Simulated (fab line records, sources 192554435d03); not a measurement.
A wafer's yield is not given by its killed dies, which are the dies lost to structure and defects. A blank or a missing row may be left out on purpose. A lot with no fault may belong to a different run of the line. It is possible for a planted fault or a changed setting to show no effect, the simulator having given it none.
Lot-split experiment + flow n5 finfet + 21 wafers read from 7 lots, route of 1938 steps

## THE SPLIT ITSELF
At N5_BEOL_M3_ETCH_41 (etches SiCN in CH3F/O2, target depth 29.9 nm, time 52.5 s), the setting target depth a was moved away from the recipe's 299 angstrom on 8 of the 21 wafers read, by -8.0% to +9.7%. For the rest of the wafers, this setting stayed at what the recipe calls for.

The reading is taken at the split's own step.

## THE READING
etch.depth nm (the simulator's own value, which no gauge read), in nm, at N5_BEOL_M3_ETCH_41 (etches SiCN in CH3F/O2, target depth 29.9 nm, time 52.5 s). The file does not state a usual value for it. The 13 wafers here that ran the recipe average 19.85 nm, standard deviation 0.37 nm.

| wafer  | tool, chamber at the split | target depth a as run, angstrom | against the recipe | etch.depth nm, nm | against lot-mates on the recipe |
|--------|----------------------------|---------------------------------|--------------------|-------------------|---------------------------------|
| L077.1 | rie diel-03, 2             | 299                             | recipe             | 19.56             | -                               |
| L077.2 | rie diel-03, 1             | 299                             | recipe             | 19.65             | -                               |
| L077.6 | rie diel-03, 2             | 299                             | recipe             | 19.7              | -                               |
| L076.1 | rie diel-03, 2,0           | 275                             | -8.0%              | 18.31             | no lot-mate on the recipe       |
| L076.3 | rie diel-03, 2,0           | 275                             | -8.0%              | 18.31             | no lot-mate on the recipe       |
| L076.5 | rie diel-03, 1             | 275                             | -8.0%              | 18.15             | no lot-mate on the recipe       |
| L079.4 | rie diel-05, 1             | 328.1                           | +9.7%              | 22.29             | +2.69                           |
| L079.5 | rie diel-05, 0             | 299                             | recipe             | 19.6              | -                               |
| L079.6 | rie diel-05, 3             | 328.1                           | +9.7%              | 21.84             | +2.24                           |
| L082.2 | rie diel-04, 0             | 299                             | recipe             | 19.92             | -                               |
| L082.3 | rie diel-04, 2             | 299                             | recipe             | 19.9              | -                               |
| L082.5 | rie diel-04, 0             | 299                             | recipe             | 19.89             | -                               |
| L081.1 | rie diel-03, 2             | 299                             | recipe             | 19.87             | -                               |
| L081.5 | rie diel-03, 3             | 299                             | recipe             | 20.13             | -                               |
| L081.6 | rie diel-03, 0             | 280.5                           | -6.2%              | 18.63             | -1.37                           |
| L087.1 | rie diel-03, 1             | 299                             | recipe             | 19.52             | -                               |
| L087.2 | rie diel-03, 2             | 299                             | recipe             | 20.92             | -                               |
| L087.4 | rie diel-03, 3             | 299                             | recipe             | 19.99             | -                               |
| L086.1 | rie diel-04, 1             | 299                             | recipe             | 19.37             | -                               |
| L086.2 | rie diel-04, 3,2           | 321.6                           | +7.6%              | 21.26             | +1.89                           |
| L086.4 | rie diel-04, 3,2           | 321.6                           | +7.6%              | 21.26             | +1.89                           |
When a row names more than one chamber, that row covers several wafers, and the file does not tell which wafer ran in which chamber.

THE FIT
A straight line over all 21 wafers: etch.depth nm changes by +0.206 nm for each +1% of target depth a; r = +0.96; the points scatter about the line by 0.33 nm.
The same after taking each lot's own level away (the mean of its wafers on the recipe; 18 wafers): +0.247 nm for each +1%; r = +0.97; scatter 0.27 nm.
According to that fit, moving target depth a by its largest amount changes the reading by 2.4 nm.
From 19.370 to 20.143 nm: that is the span of the lots' own levels, equal to 2.1 times the standard deviation above.
Thus the slope moves with the lot-to-lot level: the two fits are different.
Check: +2.32 nm against its lot-mates is what the line predicts for one of the wafers moved furthest among these (+9.7%) when that wafer is left out of the fit. Against them it came out at +2.69 nm.

## OTHER SPLITS APPLIED TO THESE WAFERS
Note: prior to the reading, these wafers also went through further splits. Each is held against what the fit with the lots' levels taken away leaves over:
| other split on the same wafers    | wafers away from the commonest value | r with etch.depth nm (lot level and that fit taken away) |
|-----------------------------------|--------------------------------------|----------------------------------------------------------|
| N5_BEOL_M2_PECVD_72 temp c        | 6                                    | -0.14                                                    |
| N5_BEOL_M3_HM_DEP_02 target thk a | 8                                    | -0.05                                                    |
| N5_BEOL_M3_COAT_73 temp c         | 7                                    | -0.01                                                    |
| N5_BEOL_M3_TRENCH_ETCH_37 bias w  | 6                                    | +0.29                                                    |

## THE FILE'S OWN FIT
etch.depth nm changes by +0.246 nm for each +1% of target depth a, r = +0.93.
